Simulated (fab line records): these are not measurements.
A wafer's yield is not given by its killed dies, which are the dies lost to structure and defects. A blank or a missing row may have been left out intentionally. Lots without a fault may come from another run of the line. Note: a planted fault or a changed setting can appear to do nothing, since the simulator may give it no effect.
Code-filled problem report in 8D (eight disciplines) form :: flow n5-finfet :: the parts of the form that need people (team, actions taken, sign-off) are left out

1. PROBLEM STATEMENT
Mean of etch-rf-on-time-s at N5_SD_EPI_N_ETCH_34: 108.5 s across 3 wafers in 3 lots; on wafers with no fault it is 75.7 s (standard deviation 1.1). That is +30 standard deviations from the usual mean.
The step: etches SiARC in CF4, target depth 45.5 nm, time 75.8 s.
First observed at day 7 13:35: wafer L115.6, on rie-diel-01. The record holds 22 wafers of 8 lots with a number at this step. By rule, "out" or "out of limits" means more than 4 standard deviations away from the usual mean. The rest of the wafers with a number are treated as sound.

2. WHAT IT IS, WHAT IT ISN'T
question: which readings at this step
is: etch-rf-on-time-s
is not: drypump-motor-current-A, rf-vpp-V, showerhead-plenum-p-Torr, throttle-valve-pct

question: which lots
is: L115, L116, L117
is not: L104, L106, L119, L120, L998

question: which wafers of those lots
is: L115.6, L116.3, L117.6
is not: L115.4, L116.4, L117.1, L117.5

question: read on which tools
is: rie-diel-01
is not: rie-diel-02, rie-diel-05

question: when
is: from day 7 13:35
is not: up to then (10 sound wafers); but 9 sound wafers of L116, L117, L119, L120 came after

3. THE SUSPECTS, EACH WITH WHAT RULES IT OUT
Counting: any tool at a process step up to the reading remains a suspect provided it ran every lot that is out. Sound lots after the first of them don't rule it out here, since some wafers of a struck lot are sound.
- rie-diel-01 at N5_SD_EPI_N_ETCH_34 (etches SiARC in CF4, target depth 45.5 nm, time 75.8 s): kept. It ran every lot that is out, first L115 (day 7 13:35); its last sound lot up to then is L106 (day 5 10:02). Its own etch-rf-on-time-s readings are out on those wafers.
Left after counting: rie-diel-01 at N5_SD_EPI_N_ETCH_34.

4. THE CAUSE (what the simulator had put in)
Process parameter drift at N5_SD_EPI_N_ETCH_34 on rie-diel-01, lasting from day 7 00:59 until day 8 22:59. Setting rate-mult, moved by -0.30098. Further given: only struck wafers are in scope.
Only this tool survived the counting.

5. SEQUENCE OF EFFECTS, ordered by route
One row per reading whose mean, taken over the struck wafers that have a number, lies over 3 standard deviations from the usual. Readings are gone through only where the record gives a usual standard deviation; hours: the median, over the lots, of the time from a lot's start at the first step in this table giving one to that lot's start at this step; sigmas: the change measured in usual standard deviations.
hours: 0
step: N5_SD_EPI_N_ETCH_34
reading: etch-rf-on-time-s
usual: 75.7 s
on struck wafers: 108.5
change: +32.8
sigmas: +30
It contains these process steps:
- N5_SD_EPI_N_ETCH_34: etches SiARC in CF4, target depth 45.5 nm, time 75.8 s.
Readings that are blank on the struck wafers while sound wafers have them: rf-fwd-power-W at N5_SD_EPI_N_ETCH_34.
Later steps that measure or inspect, where all struck wafers having a row at the step show a number for every such reading and not one has moved that far: N5_BEOL_M4_RC_MEAS_101.

6. HOW IT WOULD HAVE BEEN CAUGHT EARLIER
In this record the first reading out of limits was taken at day 7 13:35, 13 hours after the fault began at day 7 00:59.
